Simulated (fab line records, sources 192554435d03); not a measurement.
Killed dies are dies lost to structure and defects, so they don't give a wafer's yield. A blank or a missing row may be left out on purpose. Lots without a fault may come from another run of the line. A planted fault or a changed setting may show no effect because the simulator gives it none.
fab line records | flow n5_finfet
record lots=5 wafers=15 last_day=17
route steps=1938 shown BEOL_M13@1706 BEOL_M14@1716
lots that met no fault: from a run of the same line without faults
start_h: hours from the record's first day to the start of the lot's first wafer shown | wait_h: hours since the lot's step before | " the same as in the row above | L1.1+2: a row that stands for several wafers | - no value, or no start given | * or withheld: withheld | < > ~ a bound
route shown NAME@n: a module of which the file shows steps, and the number in the route of the first | usual: mean/standard deviation of fault-free wafers | same: alike in all rows | chamber/n: place in a boat | sites: the reading at each site | _std_site: their standard deviation | _edge_site: outer sites' mean less inner sites' | radius_mm: how far each site lies from the wafer's centre | mask NAME#n: copy n | behind: the tool/chamber that last shaped the wafer | hold: why the lot was held/for how many hours/how that ended | device: the transistor (n, p or np) that didn't switch | end of line: the same wafers' tests at the end of the route | a step without rows: its recipe alone | killed: dies lost to structure and defects at the first sort, not the wafer's yield | map: a wafer's dies, x killed, . not, _ none there
set.NAME: the setting as run; set.NAME@STEP: as run at that earlier step | model.NAME: the simulator's own value behind a step, which no gauge read
lots at some steps of the route; a table a step, a row a wafer
services: from which hour (start_h, from the record's first day; less than 0 if before it) a tool's chamber was out of use, for how many hours, and why
## steps
# step N5_BEOL_M13_SPUTTER_44
# recipe material=Ta target_thk_a=100 temp_c=50 bias_v=80 power_w=15000 chamber_pressure_pa=0.07 time_s=16.13
# step N5_BEOL_M13_SPUTTER_45
# recipe material=Cu target_thk_a=800 temp_c=-20 bias_v=60 power_w=26000 chamber_pressure_pa=0.13 time_s=13.33
# step N5_BEOL_M13_ECD_47
# recipe material=Cu target_thk_a=9360
# step N5_BEOL_M13_ANNEAL_48
# recipe temp_c=225 time_s=90 ambient=N2
# step N5_BEOL_M13_CMP_49
# recipe stop_on=SiOC t_overpolish_s=17.1 down_force_psi=1 platen_rpm=50 clearing_platen_down_force_psi=1.5 clearing_platen_rpm=50 post_cmp_clean=cu_alkaline target_thk_nm=420 clearing_platen_pad_velocity_m_s=0.99484 pad_velocity_m_s=0.99484
# step N5_BEOL_M13_PRE_CLEAN_52
# recipe gas=NH3 time_s=15 temp_c=withheld rf_power_w=300
# step N5_BEOL_M13_DEP_53
# recipe material=SiCN target_thk_a=500 temp_c=withheld precursor=3MS/NH3 pressure_torr=3 rf_w=675 time_s=17.8
# step N5_BEOL_M14_ILD_DEP_00
# recipe material=SiO2 target_thk_a=11193 temp_c=400 precursor=TEOS/O2 pressure_torr=6.5 rf_w=900 teos_flow_sccm=161.4 gas=O2 flow_sccm=2650 time_s=237.4
# step N5_BEOL_M14_COAT_58
# recipe resist=BARC temp_c=205 time_s=60 spin_rpm=1500 resist_thk_nm=89
# usual spin_speed_rpm=1499.9/0.9
# columns lot.wafer tool chamber start_h wait_h spin_speed_rpm model.BARC_of_BEOL_M14_COAT_58.thk_nm
L572.3 litho_track-05 0 276.16 0.0 1500.8 89.4
L572.4 " 0 " " 1500.4 89.4
L572.6 " 0 " " 1501.6 89
L583.2 litho_track-05 0 341.38 0.0 1365.9 92.8
L583.4 " 0 " " 1364.4 92.6
L583.5 " 0 " " 1364.4 93.2
L584.1 litho_track-05 0 344.84 0.0 1367.0 93.2
L584.2 " 0 " " 1365.6 93.2
L584.4 " 0 " " 1365.8 93
L585.1 litho_track-05 0 358.41 0.0 1365.0 93
L585.3 " 0 " " 1366.3 92.8
L585.5 " 0 " " 1365.1 93
L589.1 litho_track-01 0 383.31 0.0 1498.8 88.8
L589.4 " 0 " " 1499.7 88.8
L589.6 " 0 " " 1499.3 88.6
# step N5_BEOL_M14_COAT_04
# recipe spin_rpm=1704 resist_thk_nm=800
# step N5_BEOL_M14_EBR_06
# recipe solvent=PGMEA ebr_width_mm=1.5
# step N5_BEOL_M14_SOFTBAKE_05
# recipe temp_c=130 time_s=60
# step N5_BEOL_M14_EXPOSE_07
# recipe mask_id=V13 na=0.8 source_shape=annular sigma_inner=0.5 sigma_outer=0.8 polarization=unpolarized attpsm_phase_deg=180 dose_mj=57
# step N5_BEOL_M14_PEB_08
# recipe peb_temp_c=130 peb_time_s=90
# step N5_BEOL_M14_DEVELOP_09
# recipe develop_time_s=45 rinse_liquid=diw dry=air_spin dev_temp_c=21
# step N5_BEOL_M14_HARDBAKE_14
# recipe temp_c=130 time_s=120
# step N5_BEOL_M14_DESCUM_15
# recipe chemistry=O2 time_s=7.9 source_power_w=50 bias_power_w=20 pressure_mtorr=20 rf_frequency_hz=2.712e+07 temp_c=40 o2_flow_sccm=225
# step N5_BEOL_M14_ETCH_59
# recipe chemistry=N2/H2 target=BARC target_depth_a=890 overetch_a=267 time_s=67.9 ion_energy_ev=200 pressure_mtorr=30 source_w=840 bias_w=150 n2_flow_sccm=200 h2_flow_sccm=200
# usual chamber_pressure_mTorr=30.005/0.025 drypump_motor_current_A=6.0/0.52 oes_product_au=0.69/0.062 rf_vpp_V=524.4/2.3 showerhead_plenum_p_Torr=2.56/0.078 throttle_valve_pct=17.8/0.33
# columns lot.wafer tool chamber start_h wait_h chamber_pressure_mTorr drypump_motor_current_A oes_product_au rf_hours_counter_h rf_vpp_V showerhead_plenum_p_Torr throttle_valve_pct model.etch.depth_nm
L572.3 rie_diel-01 3 277.77 0.0 30.015 5.1 0.60 249 520.4 2.40 17.9 89.4
L572.4 " 1 " " 29.962 6.6 0.71 93 523.5 2.56 18.3 89.31
L572.6 " 0 " " 29.992 5.5 0.71 - 525.0 2.57 18.1 89.07
L583.2 rie_diel-04 3 341.78 0.0 29.964 5.7 0.83 2 525.1 2.60 17.3 92.86
L583.4 " 0 " " 29.991 6.6 0.78 34 528.1 2.70 17.4 92.67
L583.5 " 2 " " 30.045 5.7 0.71 - 526.1 2.58 17.5 93.14
L584.1 rie_diel-01 0 345.37 0.0 29.982 5.5 0.71 113 523.5 2.56 18.2 93.2
L584.2 " 1 " " 29.943 6.6 0.70 118 523.1 2.55 18.4 93.26
L584.4 " 1 " " 30.040 6.6 0.71 - 524.4 2.55 18.4 93.09
L585.1 rie_diel-01 1 358.94 0.0 30.032 6.6 0.70 123 523.1 2.55 18.4 93
L585.3 " 0 " " 29.998 5.5 0.70 118 525.4 2.55 18.2 92.79
L585.5 " 3 " " 30.027 5.2 0.81 - 528.6 2.70 17.5 92.92
L589.1 rie_diel-05 3 383.75 0.0 30.045 5.5 0.62 201 526.1 2.63 18.0 88.82
L589.4 " 1 " " 29.998 6.3 0.72 73 525.5 2.58 17.6 88.71
L589.6 " 3 " " 29.993 5.6 0.62 - 526.5 2.63 18.0 88.66
# step N5_BEOL_M14_VIA_ETCH_16
# recipe chemistry=C4F8/O2/Ar target=SiO2 he_inner_torr=15 he_outer_torr=30 target_depth_a=12313 time_s=withheld ion_energy_ev=800 pressure_mtorr=20 source_w=1905 bias_w=2040 Ar_flow_sccm=400 C4F8_flow_sccm=16 O2_flow_sccm=12 ends=cleared
## services
# columns tool chamber start_h hours kind
rie_diel-04 1 265.61 2.8 repair
rie_diel-04 1 270.86 4.3 repair
rie_diel-01 3 279.36 - clean
rie_diel-01 3 279.36 - consumable_replace:focus_ring
rie_diel-01 3 279.36 - consumable_replace:showerhead
rie_diel-04 3 283.85 4.2 repair
rie_diel-01 1 284.52 2.1 repair
rie_diel-04 2 298.45 3.9 repair
rie_diel-01 3 303.05 3.8 repair
rie_diel-04 3 318.61 - clean
rie_diel-04 3 318.61 - consumable_replace:focus_ring
rie_diel-04 3 318.61 17.8 scheduled_down
rie_diel-04 3 318.61 17.8 vent_cycle
rie_diel-01 2 331.60 - clean
rie_diel-01 2 331.60 - consumable_replace:focus_ring
rie_diel-01 2 331.60 20.0 scheduled_down
rie_diel-01 2 331.60 20.0 vent_cycle
## key
first_sign step=N5_BEOL_M14_COAT_58 reading=spin_speed_rpm direction=down sigmas=99+ usual=* struck=*
effect none on later readings
model_effect step=N5_BEOL_M14_COAT_58 value=BARC_of_BEOL_M14_COAT_58.thk_nm without=88.73 struck=92.98
model_effect step=N5_BEOL_M14_ETCH_59 value=etch.depth_nm without=88.74 struck=92.99
met_at N5_BEOL_M14_COAT_58
struck_wafers L583.2,L583.4,L583.5,L584.1,L584.2,L584.4,L585.1,L585.3,L585.5
onset_between 276.16 341.38
fault kind=process_parameter_drift tool=litho_track-05 chamber=- onset_h=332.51 steps=N5_BEOL_M14_COAT_58 channel=spin_rpm offset=* shape=step end_h=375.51 acts_in=* stated=*
